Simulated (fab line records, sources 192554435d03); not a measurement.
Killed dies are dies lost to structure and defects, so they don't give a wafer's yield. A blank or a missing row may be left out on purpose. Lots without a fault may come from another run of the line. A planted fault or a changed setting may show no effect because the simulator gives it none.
fab line records | flow n5_finfet | part 2 of 2: steps 5 to 6 of 6
record lots=22 wafers=66 last_day=21
route steps=1938 shown FIN_SAQP@115 FIN_CUT@168
lots that met no fault: from a run of the same line without faults
start_h: hours from the record's first day to the start of the lot's first wafer shown | wait_h: hours since the lot's step before | " the same as in the row above | L1.1+2: a row that stands for several wafers | - no value, or no start given | * or withheld: withheld | < > ~ a bound
route shown NAME@n: a module of which the file shows steps, and the number in the route of the first | usual: mean/standard deviation of fault-free wafers | same: alike in all rows | chamber/n: place in a boat | sites: the reading at each site | _std_site: their standard deviation | _edge_site: outer sites' mean less inner sites' | radius_mm: how far each site lies from the wafer's centre | mask NAME#n: copy n | behind: the tool/chamber that last shaped the wafer | hold: why the lot was held/for how many hours/how that ended | device: the transistor (n, p or np) that didn't switch | end of line: the same wafers' tests at the end of the route | a step without rows: its recipe alone | killed: dies lost to structure and defects at the first sort, not the wafer's yield | map: a wafer's dies, x killed, . not, _ none there
set.NAME: the setting as run; set.NAME@STEP: as run at that earlier step | model.NAME: the simulator's own value behind a step, which no gauge read
steps of the route over a sample of lots; a table a step, a row a wafer
services: from which hour (start_h, from the record's first day; less than 0 if before it) a tool's chamber was out of use, for how many hours, and why
## steps
# step N5_FIN_SAQP_OCD_MEAS_76
# usual trench_depth_nm=119.4/2.3
# columns lot.wafer tool chamber start_h wait_h trench_depth_nm
L074.1 ocd-02 - 25.21 0.0 123.2
L074.4 " - " " 121.4
L074.6 " - " " 116.7
L075.2 ocd-02 - 33.01 0.0 122.3
L075.3 " - " " 117.7
L075.4 " - " " 122.7
L076.2 ocd-01 - 38.86 0.0 120.3
L076.4 " - " " 118.8
L076.6 " - " " 122.9
L077.2 ocd-01 - 44.04 0.0 121.9
L077.3 " - " " 124.4
L077.5 " - " " 117.1
L078.2 ocd-01 - 50.10 0.0 121.9
L078.4 " - " " 120.1
L078.5 " - " " 120.2
L079.4 ocd-01 - 56.39 0.0 119.8
L079.5 " - " " 119.0
L079.6 " - " " 116.0
L080.2 ocd-01 - 64.60 0.0 116.3
L080.4 " - " " 120.3
L080.5 " - " " 116.6
L081.3 ocd-01 - 69.87 0.0 121.1
L081.5 " - " " 119.9
L081.6 " - " " 123.5
L082.3 ocd-01 - 73.85 0.0 119.4
L082.4 " - " " 118.7
L082.6 " - " " 118.7
L083.2 ocd-01 - 79.84 0.0 118.3
L083.3 " - " " 115.0
L083.6 " - " " 120.1
L084.1 ocd-01 - 86.51 0.0 115.9
L084.4 " - " " 116.3
L084.5 " - " " 117.5
L085.2 ocd-02 - 94.64 0.0 120.2
L085.3 " - " " 124.5
L085.4 " - " " 119.2
L086.2 ocd-02 - 100.62 0.0 118.0
L086.3 " - " " 118.7
L086.4 " - " " 119.3
L087.1 ocd-01 - 103.21 0.0 121.0
L087.2 " - " " 118.6
L087.6 " - " " 119.0
L088.2 ocd-01 - 109.56 0.0 119.9
L088.5 " - " " 118.7
L088.6 " - " " 119.6
L089.1 ocd-01 - 116.47 0.0 117.6
L089.2 " - " " 117.5
L089.4 " - " " 117.9
L090.3 ocd-01 - 122.02 0.0 116.9
L090.4 " - " " 117.3
L090.6 " - " " 120.4
L092.2 ocd-02 - 134.78 0.0 120.3
L092.3 " - " " 119.9
L092.5 " - " " 124.2
L094.2 ocd-02 - 146.78 0.0 118.7
L094.3 " - " " 116.9
L094.4 " - " " 117.0
L095.1 ocd-02 - 152.54 0.0 122.6
L095.2 " - " " 116.0
L095.6 " - " " 123.0
L096.1 ocd-02 - 158.59 0.0 120.4
L096.2 " - " " 116.7
L096.5 " - " " 121.1
L097.4 ocd-02 - 164.62 0.0 117.5
L097.5 " - " " 118.2
L097.6 " - " " 119.4
# step N5_FIN_CUT_ETCH_20
# recipe chemistry=CF4 target=SiARC target_depth_a=260 mask_material=CAR-EUV time_s=43.3 ion_energy_ev=80 pressure_mtorr=40 source_w=545 bias_w=36 Ar_flow_sccm=100 cf4_flow_sccm=100 ends=cleared
# usual drypump_motor_current_A=5.6/0.47 etch_rf_on_time_s=43.7/1.3 oes_product_au=0.66/0.048 rf_vpp_V=184.3/1.3 showerhead_plenum_p_Torr=2.16/0.081 throttle_valve_pct=15.66/0.21
# columns lot.wafer tool chamber start_h wait_h drypump_motor_current_A etch_rf_on_time_s oes_product_au rf_hours_counter_h rf_vpp_V showerhead_plenum_p_Torr throttle_valve_pct
L074.1 rie_diel-02 2 26.01 0.0 5.0 44.9 0.62 179 184.9 2.21 15.61
L074.4 " 1 " " 6.4 44.4 0.73 45 186.6 2.27 15.41
L074.6 " 2 " " 5.0 44.9 0.63 - 185.4 2.21 15.61
L075.2 rie_diel-05 3 33.64 0.0 5.7 42.1 0.67 138 183.6 2.06 15.46
L075.3 " 0 " " 5.0 45.2 0.63 138 184.5 2.07 15.68
L075.4 " 2 " " 6.2 42.4 0.70 91 186.1 2.26 15.48
L076.2 rie_diel-05 0 39.37 0.0 5.0 44.5 0.64 139 182.9 2.07 15.69
L076.4 " 0 " " 5.0 45.0 0.63 - 182.7 2.07 15.70
L076.6 " 2 " " 6.1 42.2 0.70 - 185.6 2.26 15.47
L077.2 rie_diel-05 2 44.55 0.0 6.1 42.5 0.70 94 184.6 2.26 15.50
L077.3 " 1 " " 5.6 43.7 0.63 170 184.6 2.22 15.76
L077.5 " 1 " " 5.6 43.5 0.64 - 187.4 2.22 15.75
L078.2 rie_diel-02 3 50.74 0.0 5.7 45.0 0.74 46 184.1 2.09 15.77
L078.4 " 2 " " 5.0 44.6 0.62 184 185.5 2.21 15.62
L078.5 " 0 " " 4.8 42.1 0.62 - 183.6 2.02 15.95
L079.4 rie_diel-06 0 56.89 0.0 5.8 43.8 0.69 95 183.5 2.15 15.70
L079.5 " 1 " " 5.6 43.2 0.74 - 184.7 2.25 15.20
L079.6 " 2 " " 5.5 42.9 0.65 - 185.3 2.15 15.59
L080.2 rie_diel-06 0 65.14 0.0 5.8 44.2 0.68 96 184.3 2.15 15.70
L080.4 " 1 " " 5.5 43.5 0.73 47 185.7 2.25 15.21
L080.5 " 3 " " 6.0 41.6 0.60 - 185.1 2.19 15.86
L081.3 rie_diel-02 3 70.51 0.0 5.7 44.5 0.74 50 183.4 2.09 15.75
L081.5 " 0 " " 4.8 41.9 0.61 - 183.3 2.02 15.97
L081.6 " 3 " " 5.7 44.8 0.74 - 183.8 2.09 15.75
L082.3 rie_diel-05 3 74.37 0.0 5.7 42.9 0.66 144 183.9 2.05 15.47
L082.4 " 2 " " 6.1 41.9 0.69 98 184.4 2.26 15.49
L082.6 " 0 " " 5.0 45.1 0.63 - 182.9 2.06 15.71
L083.2 rie_diel-06 2 80.35 0.0 5.5 43.3 0.63 188 183.7 2.15 15.62
L083.3 " 0 " " 5.8 44.4 0.69 98 184.7 2.15 15.72
L083.6 " 1 " " 5.6 43.8 0.73 - 186.0 2.25 15.21
L084.1 rie_diel-06 2 87.02 0.0 5.5 44.0 0.62 189 183.8 2.15 15.60
L084.4 " 3 " " 6.1 41.9 0.60 236 185.3 2.19 15.87
L084.5 " 3 " " 6.1 42.0 0.59 - 186.2 2.19 15.89
L085.2 rie_diel-06 3 95.26 0.0 6.1 41.4 0.60 237 184.1 2.19 15.88
L085.3 " 0 " " 5.8 43.5 0.69 101 184.1 2.15 15.72
L085.4 " 2 " " 5.5 43.6 0.63 190 183.9 2.15 15.60
L086.2 rie_diel-02 1 101.25 0.0 6.4 44.6 0.72 59 183.8 2.26 15.44
L086.3 " 0 " " 4.8 42.6 0.62 211 182.5 2.02 15.99
L086.4 " 1 " " 6.4 44.6 0.71 - 185.0 2.26 15.47
L087.1 rie_diel-06 0 103.86 0.0 5.8 44.0 0.68 103 184.6 2.15 15.72
L087.2 " 1 " " 5.5 43.7 0.73 54 183.7 2.25 15.21
L087.6 " 3 " " 6.1 41.7 0.60 - 184.6 2.19 15.89
L088.2 rie_diel-06 0 110.08 0.0 5.8 44.1 0.68 104 186.1 2.15 15.71
L088.5 " 3 " " 6.0 41.8 0.59 - 184.2 2.19 15.89
L088.6 " 2 " " 5.5 43.7 0.63 - 184.2 2.15 15.62
L089.1 rie_diel-02 3 116.98 0.0 5.7 44.7 0.72 57 183.5 2.09 15.79
L089.2 " 0 " " 4.8 42.1 0.61 215 181.5 2.02 16.00
L089.4 " 2 " " 5.0 45.2 0.61 197 184.0 2.21 15.64
L090.3 rie_diel-02 1 122.65 0.0 6.4 45.7 0.70 64 186.4 2.26 15.47
L090.4 " 2 " " 5.1 45.9 0.61 198 184.2 2.21 15.63
L090.6 " 1 " " 6.4 45.7 0.70 - 186.5 2.26 15.45
L092.2 rie_diel-05 3 135.75 0.0 5.7 43.5 0.65 153 183.8 2.05 15.49
L092.3 " 1 " " 5.5 44.4 0.62 183 183.2 2.22 15.79
L092.5 " 1 " " 5.6 44.7 0.62 - 185.0 2.22 15.78
L094.2 rie_diel-02 1 147.29 0.0 6.4 45.7 0.70 69 185.8 2.26 15.47
L094.3 " 3 " " 5.7 45.7 0.71 64 183.8 2.08 15.81
L094.4 " 0 " " 4.8 42.2 0.60 222 183.5 2.02 16.00
L095.1 rie_diel-05 0 153.06 0.0 5.0 44.2 0.63 157 182.5 2.06 15.73
L095.2 " 1 " " 5.6 43.8 0.62 187 184.4 2.22 15.78
L095.6 " 1 " " 5.6 43.5 0.63 - 185.8 2.22 15.80
L096.1 rie_diel-02 0 159.36 0.0 4.9 42.4 0.60 227 182.3 2.02 16.02
L096.2 " 2 " " 5.0 46.0 0.60 207 184.9 2.20 15.65
L096.5 " 1 " " 6.3 46.3 0.69 - 184.2 2.26 15.49
L097.4 rie_diel-06 1 165.27 0.0 5.5 43.9 0.71 - 185.8 2.24 15.24
L097.5 " 2 " " 5.5 44.3 0.61 - 182.4 2.14 15.65
L097.6 " 0 " " 5.8 44.5 0.66 - 184.8 2.15 15.77
## services
# columns tool chamber start_h hours kind
rie_diel-04 2 17.77 6.1 repair
rie_diel-01 - 34.96 2.1 repair
rie_diel-05 3 36.76 2.9 repair
rie_diel-04 - 50.82 2.8 pm
rie_diel-01 0 54.23 13.5 repair
rie_diel-03 0 56.45 17.9 repair
rie_diel-03 3 73.73 36.7 repair
rie_diel-04 3 94.76 1.6 repair
rie_diel-05 - 95.09 0.1 repair
rie_diel-01 - 114.20 2.8 pm
rie_diel-03 2 115.16 18.1 repair
rie_diel-04 0 128.41 - clean
rie_diel-04 0 128.41 - consumable_replace:focus_ring
rie_diel-04 0 128.41 18.3 scheduled_down
rie_diel-04 0 128.41 18.3 vent_cycle
rie_diel-06 3 141.41 1.3 repair
rie_diel-04 1 146.94 - clean
rie_diel-04 1 146.94 - consumable_replace:focus_ring
rie_diel-04 1 146.94 28.4 scheduled_down
rie_diel-04 1 146.94 28.4 vent_cycle
rie_diel-06 3 156.83 2.9 repair
rie_diel-06 3 159.87 - clean
rie_diel-06 3 159.87 - consumable_replace:focus_ring
rie_diel-06 3 159.87 22.0 scheduled_down
